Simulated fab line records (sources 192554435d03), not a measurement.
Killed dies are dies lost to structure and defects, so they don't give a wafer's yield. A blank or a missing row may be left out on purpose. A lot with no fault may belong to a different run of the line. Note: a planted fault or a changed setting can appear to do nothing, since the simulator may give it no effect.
Matching of chambers || flow n5Finfet || 4 sister chambers for N5_STI_FIN_REVEAL_ETCHBACK_08 on rieDiel-05
The step etches SiO2 in C4F6/O2, target depth 30.5 nm, time 10.167 s. 4 wafers are shown with their chamber, then 8 later ones without.

== WAFERS, EACH WITH ITS CHAMBER ==
{"wafer": "L083.2", "chamber": 2, "showerheadPlenumPTorr (Torr)": 2.71}
{"wafer": "L083.3", "chamber": 3, "showerheadPlenumPTorr (Torr)": 2.82}
{"wafer": "L083.5", "chamber": 0, "showerheadPlenumPTorr (Torr)": 2.99}
{"wafer": "L085.3", "chamber": 1, "showerheadPlenumPTorr (Torr)": 2.71}

== WAFERS WITH NO CHAMBER GIVEN ==
{"wafer": "L085.4", "showerheadPlenumPTorr (Torr)": 2.99}
{"wafer": "L085.6", "showerheadPlenumPTorr (Torr)": 2.82}
{"wafer": "L088.3", "showerheadPlenumPTorr (Torr)": 2.81}
{"wafer": "L088.4", "showerheadPlenumPTorr (Torr)": 2.71}
{"wafer": "L088.6", "showerheadPlenumPTorr (Torr)": 2.81}
{"wafer": "L090.2", "showerheadPlenumPTorr (Torr)": 2.99}
{"wafer": "L090.4", "showerheadPlenumPTorr (Torr)": 3.05}
{"wafer": "L090.6", "showerheadPlenumPTorr (Torr)": 3.05}

== CHAMBER TAKEN BY EACH ==
{"wafer": "L085.4", "from the rows above": 0, "in truth": 0}
{"wafer": "L085.6", "from the rows above": 3, "in truth": 3}
{"wafer": "L088.3", "from the rows above": 3, "in truth": 3}
{"wafer": "L088.4", "from the rows above": "can't be placed: 1 or 2", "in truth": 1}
{"wafer": "L088.6", "from the rows above": 3, "in truth": 3}
{"wafer": "L090.2", "from the rows above": 0, "in truth": 0}
{"wafer": "L090.4", "from the rows above": 0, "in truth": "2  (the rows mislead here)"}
{"wafer": "L090.6", "from the rows above": 0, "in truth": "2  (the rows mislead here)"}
Correctly placed: 5 of 8. Not placeable from these rows: 1 (in 1, the candidates include the true chamber). Wrongly placed: 2.
How it was worked out, from the rows above alone: a wafer's distance from a chamber is the root of the sum, over the readings, of the square of ((its reading less the chamber's mean) divided by the reading's scatter). If the next closest chamber is less than 2 further off than the closest, the wafer can't be placed; otherwise it belongs to the closest. The mean given for a chamber averages the wafers shown for that chamber. The scatter: with one shown wafer a chamber, the root of the mean of the squares of how far each hidden wafer lies from its nearest shown one.
